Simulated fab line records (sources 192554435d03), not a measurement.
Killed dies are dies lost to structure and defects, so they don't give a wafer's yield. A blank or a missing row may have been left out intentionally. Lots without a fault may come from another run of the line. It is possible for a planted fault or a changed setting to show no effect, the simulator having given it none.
Which tool is to blame?    flow n5-finfet    8 lots, 24 wafers sampled, at 5 steps of a route of 1938

WHAT THE GAUGES SHOWED, per wafer
N5_BEOL_M4_RC_MEAS_101.
lot   measured      on         DIBL_N (mV/V)   DIBL_P (mV/V)   IOFF_N (nA/um)     IOFF_N_85C (nA/um)  IOFF_N_LIN (nA/um)  IOFF_P (nA/um)  IOFF_P_85C (nA/um)  IOFF_P_LIN (nA/um)  ION_N (uA/um)  ION_P (uA/um)  REXT_N (ohm.um)  REXT_P (ohm.um)    SS_N (mV/dec)   SS_P (mV/dec)   VT_N (mV)          VT_N_LVT (mV)      VT_P (mV)       VT_P_LVT (mV)
L906  day 8 02:21   prober-01  37.2 36.6 35.3  38.5 37.3 36.4  0.169 0.150 0.137  3.2 2.9 2.6         0.080 0.073 0.066   0.23 0.21 0.20  3.8 3.6 3.4         0.105 0.099 0.094   681 676 661    466 467 457    75.1 74.6 75.2   98.2 97.0 97.7     71.4 71.6 71.5  72.8 72.7 73.0  246.2 249.8 251.9  97.3 99.7 102.4    -249 -251 -252  -98.8 -99.5 -101.0
L911  day 10 15:31  prober-02  37.3 37.8 36.0  37.8 38.3 35.7  0.178 0.186 0.139  3.3 3.5 2.7         0.080 0.083 0.066   0.22 0.24 0.19  3.8 4.0 3.3         0.105 0.109 0.092   683 679 670    471 472 463    75.6 75.4 76.7   103.9 103.3 103.9  72.2 72.5 71.3  72.9 73.4 72.7  244.7 248.3 251.5  95.0 93.9 99.7     -250 -250 -252  -98.1 -97.3 -99.7
L912  day 10 18:52  prober-01  36.2 37.5 36.2  35.5 37.2 35.9  0.137 0.155 0.140  2.7 3.1 2.8         0.066 0.075 0.067   0.18 0.21 0.18  3.2 3.7 3.4         0.086 0.097 0.087   668 684 673    456 468 459    71.3 72.9 72.1   99.8 100.4 99.9    71.4 71.9 71.1  73.1 73.3 72.8  252.1 253.2 251.5  100.9 99.1 99.7    -252 -252 -253  -101.0 -98.7 -100.8
L913  day 10 18:29  prober-02  37.6 35.8 35.3  37.5 34.8 34.3  0.184 0.135 0.135  3.6 2.7 2.8         0.085 0.065 0.065   0.22 0.17 0.17  3.8 3.1 3.1         0.104 0.087 0.089   686 662 664    470 449 458    73.5 74.0 73.0   101.9 102.7 102.1  71.3 71.1 71.0  73.1 72.5 72.0  244.6 250.2 251.1  92.8 97.4 96.7     -247 -251 -251  -96.7 -100.2 -100.1
L921  day 12 20:43  prober-02  36.3 37.1 48.0  36.0 36.6 46.6  0.133 0.149 0.431  2.7 3.0 7.2         0.061 0.068 0.156   0.20 0.21 0.62  3.5 3.6 9.1         0.099 0.101 0.244   666 677 748    461 464 522    75.5 74.3 63.6   96.0 95.9 81.8     71.5 71.6 73.9  72.2 72.6 75.4  254.8 251.3 234.6  104.6 101.0 85.5   -251 -247 -231  -98.1 -99.4 -79.5
L925  day 13 12:34  prober-02  35.0 35.4 34.6  35.5 36.4 35.6  0.126 0.127 0.115  2.5 2.6 2.4         0.059 0.060 0.056   0.18 0.19 0.18  3.2 3.5 3.3         0.090 0.096 0.091   653 661 658    459 460 459    75.7 74.8 75.5   100.2 98.8 98.5    70.5 71.3 70.8  72.8 73.2 73.1  254.0 254.7 254.7  104.3 103.7 105.4  -251 -251 -252  -102.2 -100.4 -101.0
L928  day 13 19:12  prober-01  35.7 37.4 36.5  36.1 37.9 36.6  0.147 0.182 0.170  2.9 3.5 3.4         0.071 0.084 0.079   0.25 0.28 0.26  4.2 4.7 4.4         0.119 0.130 0.120   673 675 667    469 473 464    72.5 71.6 71.3   100.1 99.6 100.2   71.2 71.5 71.8  73.3 74.0 73.9  249.2 246.1 247.4  101.9 98.8 99.7    -246 -245 -246  -96.6 -95.5 -97.4
L929  day 14 19:49  prober-02  38.2 34.8 39.5  39.2 34.9 40.7  0.187 0.119 0.208  3.6 2.5 4.0         0.084 0.059 0.091   0.29 0.20 0.34  4.8 3.6 5.5         0.133 0.103 0.147   688 665 685    471 470 478    74.8 74.5 75.0   98.7 98.0 99.5     71.6 70.4 71.7  74.1 72.6 74.1  249.0 251.8 247.2  96.9 102.7 97.0    -242 -248 -243  -93.8 -98.1 -92.7

TOOL THAT RAN EACH LOT (tool first, then ch and the chambers of the sampled wafers, then the start)
lot   N5_DUMMY_GATE_ETCH_29              N5_DUMMY_GATE_STRIP_41             N5_DUMMY_GATE_STRIP_48             N5_SPACER0_ALD_00
L906  rie-diel-02 ch 1,2,3, day 3 04:13  rie-diel-02 ch 1,2,3, day 3 04:37  rie-diel-05 ch 1,2,3, day 3 05:07  ald-sin-03 ch 1,2,3, day 3 06:26
L911  rie-diel-02 ch 0,2,3, day 4 10:10  rie-diel-05 ch 1,2, day 4 10:34    rie-diel-02 ch 2,3, day 4 11:04    ald-sin-04 ch 0,3, day 4 11:26
L912  rie-diel-04 ch 0,3, day 4 13:04    rie-diel-05 ch 0,1,2, day 4 13:31  rie-diel-05 ch 0,1,3, day 4 14:01  ald-sin-01 ch 2,3, day 4 14:56
L913  rie-diel-04 ch 0,2,3, day 4 18:01  rie-diel-05 ch 1,2, day 4 18:30    rie-diel-04 ch 0,1,3, day 4 19:13  ald-sin-04 ch 0,1, day 4 21:02
L921  rie-diel-04 ch 0,3, day 6 16:52    rie-diel-02 ch 0,2, day 6 17:33    rie-diel-05 ch 0,1, day 6 18:04    ald-sin-04 ch 0,2,3, day 6 18:44
L925  rie-diel-04 ch 1,3, day 7 20:09    rie-diel-05 ch 1,2,3, day 7 20:34  rie-diel-05 ch 0,2, day 7 21:03    ald-sin-01 ch 0,3, day 7 21:26
L928  rie-diel-02 ch 0,2,3, day 8 11:37  rie-diel-05 ch 0,1,2, day 8 12:14  rie-diel-05 ch 0,2,3, day 8 12:48  ald-sin-01 ch 2,3, day 8 13:11
L929  rie-diel-02 ch 0,3, day 8 16:59    rie-diel-02 ch 0,1,2, day 8 17:23  rie-diel-05 ch 0,2,3, day 8 17:53  ald-sin-01 ch 0,2,3, day 8 19:46
- N5_DUMMY_GATE_ETCH_29: etches underlayer in N2/H2, target depth 13 nm.
- N5_DUMMY_GATE_STRIP_41: strips in O2.
- N5_DUMMY_GATE_STRIP_48: strips in N2/H2, time 20 s.
- N5_SPACER0_ALD_00: deposits SiOCN, target thk 3.5 nm, pulse time 3 s, purge time 2 s.

AS READ BY THE TOOLS THEMSELVES (means over the sampled wafers that have a number; for cases with no such wafer, the mark the record gives instead)
N5_DUMMY_GATE_ETCH_29.
lot   tool         bias-w (W)  drypump-motor-current-A (A)  oes-product-au (a.u.)  rf-vpp-V (V)  showerhead-plenum-p-Torr (Torr)  throttle-valve-pct (%)
L906  rie-diel-02  150.3       5.4                          0.76                   523.0         2.51                             17.85
L911  rie-diel-02  149.9       5.5                          0.76                   524.0         2.55                             18.01
L912  rie-diel-04  150.1       5.8                          0.72                   521.2         2.45                             18.05
L913  rie-diel-04  150.0       5.8                          0.75                   523.7         2.53                             17.97
L921  rie-diel-04  150.2       5.8                          0.72                   521.0         2.44                             18.09
L925  rie-diel-04  150.0       5.9                          0.73                   519.7         2.41                             18.17
L928  rie-diel-02  150.3       5.5                          0.73                   523.9         2.54                             18.05
L929  rie-diel-02  150.1       5.2                          0.73                   523.4         2.53                             18.21

N5_DUMMY_GATE_STRIP_41.
lot   tool         drypump-motor-current-A (A)  oes-product-au (a.u.)  rf-vpp-V (V)  showerhead-plenum-p-Torr (Torr)  throttle-valve-pct (%)
L906  rie-diel-02  5.4                          0.76                   3.9           2.07                             16.64
L911  rie-diel-05  5.9                          0.72                   3.5           2.07                             16.69
L912  rie-diel-05  5.9                          0.72                   4.3           2.08                             16.76
L913  rie-diel-05  6.3                          0.72                   3.5           2.08                             16.78
L921  rie-diel-02  5.7                          0.76                   3.4           2.11                             16.68
L925  rie-diel-05  5.9                          0.72                   3.4           2.07                             16.91
L928  rie-diel-05  5.9                          0.70                   4.2           2.07                             16.80
L929  rie-diel-02  5.8                          0.80                   3.5           2.14                             16.60

N5_DUMMY_GATE_STRIP_48.
lot   tool         drypump-motor-current-A (A)  oes-product-au (a.u.)  rf-vpp-V (V)  showerhead-plenum-p-Torr (Torr)  throttle-valve-pct (%)
L906  rie-diel-05  5.9                          0.73                   45.1          3.36                             12.43
L911  rie-diel-02  5.1                          0.77                   45.7          3.39                             12.26
L912  rie-diel-05  5.9                          0.72                   45.9          3.36                             12.45
L913  rie-diel-04  6.1                          0.75                   44.8          3.27                             12.37
L921  rie-diel-05  5.8                          0.70                   45.7          3.35                             12.41
L925  rie-diel-05  5.5                          0.70                   45.2          3.34                             12.41
L928  rie-diel-05  5.5                          0.71                   44.7          3.34                             12.51
L929  rie-diel-05  5.5                          0.70                   45.7          3.34                             12.50

N5_SPACER0_ALD_00.
lot   tool        heater-power-w (W)  precursor-pulse-height-rel
L906  ald-sin-03  791                 1.010
L911  ald-sin-04  868                 0.982
L912  ald-sin-01  809                 1.028
L913  ald-sin-04  901                 1.001
L921  ald-sin-04  833                 0.992
L925  ald-sin-01  841                 1.024
L928  ald-sin-01  822                 1.028
L929  ald-sin-01  823                 1.007

THE ANSWER, worked out from the rows above alone
Rule: usual is defined by the lots themselves. Put in order of their means at a reading, lots are off if they are a third of the lots or fewer, leave a main group of 4 or more, and stand apart from it by a gap of 3 or more times the standard deviation of the main group's means; of several such gaps the widest counts. The tables above print the reading to a certain number of digits; a main group whose means all agree to those digits is not used. A lot without any number at a reading at which 4 lots or more have one is off too. The other lots that the step has rows for count as sound. The gauges are gone through in route order, then the tools' own readings, and for those a lot's mean is taken as printed above. At the first step where some lot is off, the reading lying furthest off is the one used; lots without a number count as furthest.
Off: at N5_BEOL_M4_RC_MEAS_101 (IOFF_N), L921. For the main group the mean is 0.154 nA/um and the standard deviation 0.016.
If a tool, at a process step before that reading, ran all the lots that are off and no sound lot after the first of them, it fits. Not tried: the gauges at N5_BEOL_M4_RC_MEAS_101; whatever is off there is also off at N5_DUMMY_GATE_STRIP_41, on other tools, and gauge error can't account for it. One fits: N5_SPACER0_ALD_00 on ald-sin-04. Its last sound lot is L913 (day 4 21:02), its first lot that is off L921 (day 6 18:44): a fault that began between those two fits.

WHAT HAD BEEN PUT IN BY THE SIMULATOR
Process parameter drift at N5_SPACER0_ALD_00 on ald-sin-04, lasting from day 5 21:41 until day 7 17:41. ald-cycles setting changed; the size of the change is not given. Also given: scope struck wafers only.
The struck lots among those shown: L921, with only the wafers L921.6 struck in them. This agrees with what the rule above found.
